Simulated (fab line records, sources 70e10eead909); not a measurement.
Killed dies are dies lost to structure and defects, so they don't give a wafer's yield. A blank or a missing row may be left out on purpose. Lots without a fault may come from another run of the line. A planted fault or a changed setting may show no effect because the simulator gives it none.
fab line records | flow nand_harc
record lots=13 wafers=39 last_day=32
route steps=1302 shown A_M0@1158 A_M1@1180
lots that met no fault: from a run of the same line without faults
start_h: hours from the record's first day to the start of the lot's first wafer shown | wait_h: hours since the lot's step before | " the same as in the row above | L1.1+2: a row that stands for several wafers | - no value, or no start given | * or withheld: withheld | < > ~ a bound
route shown NAME@n: a module of which the file shows steps, and the number in the route of the first | usual: mean/standard deviation of fault-free wafers | same: alike in all rows | chamber/n: place in a boat | sites: the reading at each site | _std_site: their standard deviation | _edge_site: outer sites' mean less inner sites' | radius_mm: how far each site lies from the wafer's centre | mask NAME#n: copy n | behind: the tool/chamber that last shaped the wafer | hold: why the lot was held/for how many hours/how that ended | device: the transistor (n, p or np) that didn't switch | end of line: the same wafers' tests at the end of the route | a step without rows: its recipe alone | killed: dies lost to structure and defects at the first sort, not the wafer's yield | map: a wafer's dies, x killed, . not, _ none there
set.NAME: the setting as run; set.NAME@STEP: as run at that earlier step | model.NAME: the simulator's own value behind a step, which no gauge read
steps of the route over a sample of lots; a table a step, a row a wafer
services: from which hour (start_h, from the record's first day; less than 0 if before it) a tool's chamber was out of use, for how many hours, and why
## steps
# step NHARC_A_M0_PVD_20
# recipe target_thk_a=50 bias_v=168.6 power_w=15000 chamber_pressure_pa=0.12 time_s=8.06 substrate_temp_c=50 material=TaN
# usual throttle_valve_pct=30.4/1.4
# columns lot.wafer tool chamber start_h wait_h throttle_valve_pct
L804.1 pvd_sputter-01 - - - 32.3
L804.3 " - " " 29.2
L804.5 " - " " 29.2
L805.4 pvd_sputter-03 - - - 29.2
L805.3 " - " " 29.6
L805.5 " - " " 28.1
L808.4 pvd_sputter-01 - - - 29.2
L808.2 " - " " 30.9
L808.6 " - " " 29.2
L810.4 pvd_sputter-02 - - - 29.8
L810.5 " - " " 32.4
L810.6 " - " " 29.9
L818.2 pvd_sputter-01 - - - 32.8
L818.1 " - " " 28.8
L818.6 " - " " 31.0
L819.3 pvd_sputter-02 - - - 30.1
L819.4 " - " " 28.6
L819.1 " - " " 31.8
L820.3 pvd_sputter-02 - - - 31.9
L820.5 " - " " 28.6
L820.6 " - " " 31.7
L823.2 pvd_sputter-01 - - - 31.3
L823.5 " - " " 33.0
L823.6 " - " " 29.4
L821.3 pvd_sputter-01 - - - 32.7
L821.4 " - " " 28.9
L821.1 " - " " 31.1
L822.3 pvd_sputter-03 - - - 28.3
L822.2 " - " " 29.3
L822.6 " - " " 29.9
L824.3 pvd_sputter-02 - - - 28.6
L824.4 " - " " 29.5
L824.6 " - " " 28.4
L825.2 pvd_sputter-01 - - - 29.0
L825.4 " - " " 30.9
L825.6 " - " " 29.0
L826.4 pvd_sputter-02 - - - 29.9
L826.3 " - " " 28.8
L826.6 " - " " 30.1
# step NHARC_A_M1_OVL_MEAS_10
# recipe pitch_nm=240
# usual overlay_x_nm=0.1/0.68 overlay_y_nm=-0.1/0.86
# columns lot.wafer tool chamber start_h wait_h overlay_x_nm overlay_y_nm
L804.1 overlay-01 - 522.68 - 1.1 -0.1
L804.3 " - " " 1.0 -0.5
L804.5 " - " " 1.3 -0.9
L805.3 overlay-01 - 542.54 - -0.9 -1.0
L805.4 " - " " -0.2 -1.4
L805.5 " - " " -0.7 -1.6
L808.2 overlay-01 - 558.18 - -0.4 0.9
L808.4 " - " " 0.0 0.3
L808.6 " - " " 0.1 1.2
L810.4 overlay-02 - 593.29 - 0.0 0.5
L810.5 " - " " 0.0 0.6
L810.6 " - " " 0.0 0.5
L818.1 overlay-02 - 666.14 - 1.3 -1.2
L818.2 " - " " 0.1 -0.1
L818.6 " - " " 1.1 -0.5
L819.1 overlay-01 - 673.21 - 0.1 0.4
L819.3 " - " " 1.0 0.6
L819.4 " - " " 0.7 1.0
L820.3 overlay-02 - 675.69 - 0.1 0.7
L820.5 " - " " -0.2 0.7
L820.6 " - " " -0.7 0.6
L823.2 overlay-01 - 698.66 - -2.1 -0.2
L823.5 " - " " -1.4 0.3
L823.6 " - " " -1.3 -0.3
L821.1 overlay-01 - 700.35 - -0.6 -0.2
L821.3 " - " " 0.1 0.0
L821.4 " - " " -0.2 0.2
L822.2 overlay-02 - 706.35 - 0.5 -0.7
L822.3 " - " " 0.1 -0.7
L822.6 " - " " 0.4 -0.8
L824.3 overlay-02 - 727.08 - 0.8 -0.8
L824.4 " - " " 0.6 -0.7
L824.6 " - " " 0.8 -1.1
L825.2 overlay-01 - 740.78 - -0.6 0.0
L825.4 " - " " -0.7 -0.6
L825.6 " - " " -1.3 0.0
L826.3 overlay-01 - 744.80 - 0.5 -1.7
L826.4 " - " " 0.8 -1.4
L826.6 " - " " 0.8 -1.6
# step NHARC_A_M1_ETCH_35
# recipe target_depth_a=400 overetch_a=120 time_s=43.94 ion_energy_ev=200 n2_flow_sccm=150 h2_flow_sccm=150 ar_flow_sccm=0 rf_w=400 bias_w=150 chemistry=N2/H2
# usual drypump_motor_current_A=5.9/0.32 oes_product_au=1.000/0.006 rf_vpp_V=430.2/3 run_length_s=65.4/0.46 showerhead_plenum_p_Torr=2.03/0.1 throttle_valve_pct=14.172/0.0089
# columns lot.wafer tool chamber start_h wait_h drypump_motor_current_A oes_product_au rf_hours_counter_h rf_vpp_V run_length_s showerhead_plenum_p_Torr throttle_valve_pct
L804.1 rie_diel-12 0 522.87 0.1 6.0 0.996 2.5 435.5 65.2 2.19 14.172
L804.3 " 2 " " 6.2 0.993 2.0 431.8 65.1 2.11 14.160
L804.5 " 3 " " 6.0 1.001 - 427.5 66.1 1.89 14.180
L805.3 rie_diel-12 3 542.73 0.1 6.0 1.006 3.0 426.6 66.0 1.89 14.170
L805.4 " 1 " " 6.2 1.004 2.7 427.9 65.2 1.97 14.176
L805.5 " 3 " " 6.1 1.003 - 426.9 66.2 1.89 14.183
L808.2 rie_diel-12 2 558.36 0.1 6.2 1.002 3.7 432.0 64.9 2.11 14.164
L808.4 " 0 " " 6.0 0.997 4.9 434.9 65.3 2.19 14.157
L808.6 " 3 " " 6.1 1.010 - 425.5 53.6 1.89 14.172
L810.4 rie_diel-10 1 593.48 0.1 5.3 0.997 9.1 429.5 65.4 2.03 14.173
L810.5 " 3 " " 5.5 0.993 - 428.5 64.9 1.95 14.171
L810.6 " 0 " " 5.4 0.993 - 433.8 65.4 2.09 14.163
L818.2 rie_diel-12 0 666.34 0.1 6.0 0.993 2.4 435.2 65.7 2.19 14.152
L818.1 " 2 " " 6.2 0.995 1.5 432.1 65.5 2.11 14.178
L818.6 " 2 " " 6.2 0.991 - 431.9 65.2 2.11 14.176
L819.1 rie_diel-12 2 673.41 0.1 6.2 1.000 2.1 431.8 65.1 2.11 14.169
L819.4 " 0 " " 6.0 0.991 3.1 434.8 65.4 2.19 14.159
L819.3 " 1 " " 6.2 1.001 2.0 428.7 65.2 1.97 14.180
L820.3 rie_diel-10 0 675.87 0.1 5.4 1.003 3.7 432.7 64.7 2.08 14.172
L820.5 " 3 " " 5.5 1.018 - 427.9 65.3 1.95 14.179
L820.6 " 0 " " 5.4 1.015 - 431.1 65.2 2.08 14.180
L823.2 rie_diel-12 1 698.85 0.1 6.2 0.998 4.5 428.3 64.9 1.97 14.176
L823.6 " 0 " " 6.0 1.003 - 433.8 65.5 2.19 14.178
L823.5 " 1 " " 6.2 0.994 - 428.0 64.9 1.97 14.166
L821.3 rie_diel-12 1 700.53 0.1 6.2 1.002 4.6 428.4 65.3 1.97 14.184
L821.4 " 3 " " 6.1 1.008 5.0 426.1 66.5 1.89 14.169
L821.1 " 0 " " 6.0 1.003 5.6 433.4 66.0 2.19 14.174
L822.2 rie_diel-01 1 706.53 0.1 6.4 0.993 3.5 426.5 65.2 1.91 14.168
L822.3 " 3 " " 6.1 0.997 3.0 428.0 64.7 1.99 14.169
L822.6 " 2 " " 6.0 0.989 - 433.0 65.4 2.09 14.179
L824.4 rie_diel-12 2 727.27 0.1 6.2 1.003 7.0 431.7 65.0 2.11 14.166
L824.3 " 3 " " 6.1 1.001 7.6 424.6 66.0 1.89 14.172
L824.6 " 1 " " 6.2 1.003 - 428.0 65.1 1.97 14.163
L825.2 rie_diel-12 0 740.99 0.1 6.0 0.997 8.5 434.4 65.3 2.19 14.166
L825.6 " 1 " " 6.2 1.001 - 429.0 65.0 1.97 14.177
L825.4 " 0 " " 6.0 0.997 - 435.3 65.2 2.19 14.177
L826.4 rie_diel-12 2 744.99 0.1 6.2 0.994 8.4 432.0 65.3 2.11 14.177
L826.3 " 3 " " 6.0 1.003 8.3 425.5 66.0 1.89 14.168
L826.6 " 2 " " 6.2 1.004 - 432.5 65.3 2.11 14.147
# step NHARC_A_M1_PVD_20
# recipe target_thk_a=50 bias_v=168.6 power_w=15000 chamber_pressure_pa=0.12 time_s=8.06 substrate_temp_c=50 material=TaN
# usual throttle_valve_pct=30.5/1.4
# columns lot.wafer tool chamber start_h wait_h throttle_valve_pct
L804.3 pvd_sputter-02 - - - 32.8
L804.1 " - " " 28.0
L804.5 " - " " 32.4
L805.4 pvd_sputter-01 - - - 30.4
L805.3 " - " " 32.4
L805.5 " - " " 29.3
L808.2 pvd_sputter-03 - - - 29.4
L808.4 " - " " 28.1
L808.6 " - " " 28.2
L810.4 pvd_sputter-01 - - - 29.0
L810.6 " - " " 32.6
L810.5 " - " " 29.0
L818.1 pvd_sputter-01 - - - 31.0
L818.2 " - " " 32.8
L818.6 " - " " 31.2
L819.3 pvd_sputter-02 - - - 30.1
L819.1 " - " " 31.5
L819.4 " - " " 28.7
L820.3 pvd_sputter-02 - - - 31.4
L820.5 " - " " 31.7
L820.6 " - " " 30.1
L823.2 pvd_sputter-01 - - - 31.3
L823.5 " - " " 31.1
L823.6 " - " " 31.1
L821.4 pvd_sputter-01 - - - 31.0
L821.1 " - " " 32.5
L821.3 " - " " 29.1
L822.3 pvd_sputter-02 - - - 31.5
L822.2 " - " " 28.6
L822.6 " - " " 31.4
L824.3 pvd_sputter-03 - - - 28.8
L824.4 " - " " 28.9
L824.6 " - " " 29.0
L825.4 pvd_sputter-03 - - - 31.0
L825.2 " - " " 28.8
L825.6 " - " " 30.9
L826.3 pvd_sputter-02 - - - 29.8
L826.4 " - " " 28.6
L826.6 " - " " 30.2
## services
# columns tool chamber start_h hours kind
pvd_sputter-02 - 510.99 2.9 repair
pvd_sputter-03 - 526.00 10.0 pm
pvd_sputter-02 - 550.72 7.4 repair
rie_diel-01 - 557.95 9.0 pm
rie_diel-10 0 573.52 10.9 repair
rie_diel-01 0 580.30 4.5 repair
pvd_sputter-01 - 582.28 10.0 pm
rie_diel-12 0 585.52 24.2 repair
rie_diel-01 2 591.73 5.4 repair
rie_diel-10 - 596.69 9.0 pm
pvd_sputter-03 - 600.04 2.2 repair
pvd_sputter-03 - 618.08 0.6 repair
rie_diel-12 - 622.40 9.0 pm
pvd_sputter-02 - 638.02 10.0 pm
rie_diel-10 3 641.99 8.2 repair
rie_diel-10 0 642.09 5.3 repair
pvd_sputter-02 - 652.07 4.9 repair
rie_diel-12 1 660.46 12.9 repair
rie_diel-01 3 689.88 10.9 repair
pvd_sputter-03 - 691.09 7.9 repair
pvd_sputter-03 - 704.00 10.0 pm
rie_diel-12 0 728.41 5.8 repair
rie_diel-01 - 734.95 9.0 pm
rie_diel-12 3 737.89 5.6 repair
## key
first_sign step=NHARC_A_M1_ETCH_35 reading=run_length_s direction=down sigmas=25 usual=* struck=*
effect none on later readings
met_at NHARC_A_M1_ETCH_35
struck_lots L808
struck_wafers L808.6
later_rows_left_out L808.6
sort_left_out L808.6
not_acting_at NHARC_A_M0_PVD_20,NHARC_A_M1_OVL_MEAS_10,NHARC_A_M1_PVD_20
onset_between 542.73 558.36
fault kind=process_parameter_drift tool=rie_diel-12 chamber=3 onset_h=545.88 steps=NHARC_A_M1_ETCH_35 channel=time_s offset=* shape=step end_h=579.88 acts_in=* stated=*
# sort_left_out: the simulated sort isn't trusted on such a fault, so these wafers' sort isn't shown, and their yield isn't known
# later_rows_left_out: the simulator's readings of these wafers behind a module that went badly wrong aren't trusted and aren't shown, but for the sort
